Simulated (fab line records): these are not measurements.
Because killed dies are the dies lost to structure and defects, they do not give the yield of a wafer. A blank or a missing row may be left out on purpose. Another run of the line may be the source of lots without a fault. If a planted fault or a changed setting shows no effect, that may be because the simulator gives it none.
Split-lot experiment ; flow n5-finfet ; 7 lots, 39 wafers read, on a route of 1938 steps

== THE SPLIT ==
At N5_BEOL_M8_DEP_56 (deposits SiCN from 3MS/NH3, target thk 10 nm, time 17.5 s), the setting time-s was moved away from the recipe's 17.5 s on 12 of the 39 wafers read, by -33.0% to +22.6%. All remaining wafers had this setting at the recipe value.

The reading is taken at the split's own step.

== THE READING ==
SiCN_of_BEOL_M8_DEP_56.thk-nm (the simulator's own value, which no gauge read), in nm, at N5_BEOL_M8_DEP_56 (deposits SiCN from 3MS/NH3, target thk 10 nm, time 17.5 s). No usual value for it is given in the file. Across the 27 wafers here that went through the recipe, the average is 10.0 nm and the standard deviation 0.17 nm.

wafer;tool, chamber at the split;time-s as run, s;against the recipe;SiCN_of_BEOL_M8_DEP_56.thk-nm, nm;against lot-mates on the recipe
L077.1;pecvd-02, 2;17.5;recipe;9.8;-
L077.2;pecvd-02, 0;17.5;recipe;10.2;-
L077.3;pecvd-02, 1,2,0;17.5;recipe;10;-
L077.5;pecvd-02, 1,2,0;17.5;recipe;10;-
L077.6;pecvd-02, 1,2,0;17.5;recipe;10;-
L077.4;pecvd-02, 1;17.5;recipe;10.4;-
L080.1;pecvd-02, 1,0;11.73;-33.0%;6.8;-3.3
L080.3;pecvd-02, 1,0;11.73;-33.0%;6.8;-3.3
L080.2;pecvd-02, 2;17.5;recipe;10;-
L080.6;pecvd-02, 2;17.5;recipe;10;-
L080.4;pecvd-02, 0;17.5;recipe;10.2;-
L080.5;pecvd-02, 1;11.73;-33.0%;7;-3.1
L082.1;pecvd-04, 2;17.5;recipe;9.6;-
L082.2;pecvd-04, 0;17.5;recipe;10;-
L082.3;pecvd-04, 1;12.68;-27.5%;6.8;-3.0
L082.4;pecvd-04, 2;12.68;-27.5%;7.2;-2.6
L082.5;pecvd-04, 0;17.5;recipe;9.8;-
L082.6;pecvd-04, 1;12.68;-27.5%;7;-2.8
L084.3;pecvd-01, 1;17.5;recipe;10;-
L084.4;pecvd-01, 1;17.5;recipe;10;-
L084.6;pecvd-01, 2;17.5;recipe;10.2;-
L088.1;pecvd-01, 0,2,0,2;17.5;recipe;10;-
L088.2;pecvd-01, 0,2,0,2;17.5;recipe;10;-
L088.4;pecvd-01, 0,2,0,2;17.5;recipe;10;-
L088.5;pecvd-01, 0,2,0,2;17.5;recipe;10;-
L088.3;pecvd-01, 1;17.5;recipe;9.8;-
L088.6;pecvd-01, 1;17.5;recipe;9.8;-
L089.1;pecvd-04, 0;17.5;recipe;10;-
L089.2;pecvd-04, 1;17.5;recipe;9.8;-
L089.3;pecvd-04, 2;21.43;+22.5%;12;+2.0
L089.4;pecvd-04, 0;17.5;recipe;10.2;-
L089.5;pecvd-04, 1;21.43;+22.5%;12.2;+2.2
L089.6;pecvd-04, 2;21.43;+22.5%;12.4;+2.4
L095.1;pecvd-01, 0,1;17.5;recipe;9.8;-
L095.2;pecvd-01, 0,1;17.5;recipe;9.8;-
L095.3;pecvd-01, 2;21.46;+22.6%;12;+2.1
L095.4;pecvd-01, 2,1;21.46;+22.6%;12.2;+2.3
L095.5;pecvd-01, 2,1;21.46;+22.6%;12.2;+2.3
L095.6;pecvd-01, 0;17.5;recipe;10;-
The file does not say which wafer passed through which chamber wherever a row lists several chambers: such a row stands for several wafers.

FIT RESULTS
A straight line over all 39 wafers: SiCN_of_BEOL_M8_DEP_56.thk-nm changes by +0.0989 nm for each +1% of time-s; r = +0.99; the points scatter about the line by 0.18 nm.
The same after taking each lot's own level away (the mean of its wafers on the recipe; 39 wafers): +0.099 nm for each +1%; r = +1.00; scatter 0.14 nm.
On that fit, the largest move of time-s shifts the reading by 3.3 nm.
From 9.80 to 10.07 nm: that is the span of the lots' own levels, equal to 1.6 times the standard deviation above.
Consequently the slope shifts little with the lot-to-lot level, the two slopes agreeing.
Check: with one of the wafers moved furthest among these (-33.0%) left out of the fit, the line predicts -3.26 nm for it against its lot-mates. Against them it came out at -3.27 nm.

== OTHER SPLITS APPLIED TO THESE WAFERS ==
Other splits were also applied to these wafers ahead of the reading. Each is held against what the fit with the lots' levels taken away leaves over:
other split on the same wafers;wafers away from the commonest value;r with SiCN_of_BEOL_M8_DEP_56.thk-nm (lot level and that fit taken away)
N5_SD_EPI_P_EPI_21 time-s;18;+0.09
N5_HKMG_FIN_NWFM_ALD_20 ald-cycles;12;+0.28
N5_BEOL_M4_HM_DEP_02 target-thk-a;18;+0.08
N5_BEOL_M6_ETCH_62 time-s;15;+0.00

== FILE'S OWN FIT ==
SiCN_of_BEOL_M8_DEP_56.thk-nm changes by +0.099 nm for each +1% of time-s, r = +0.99.
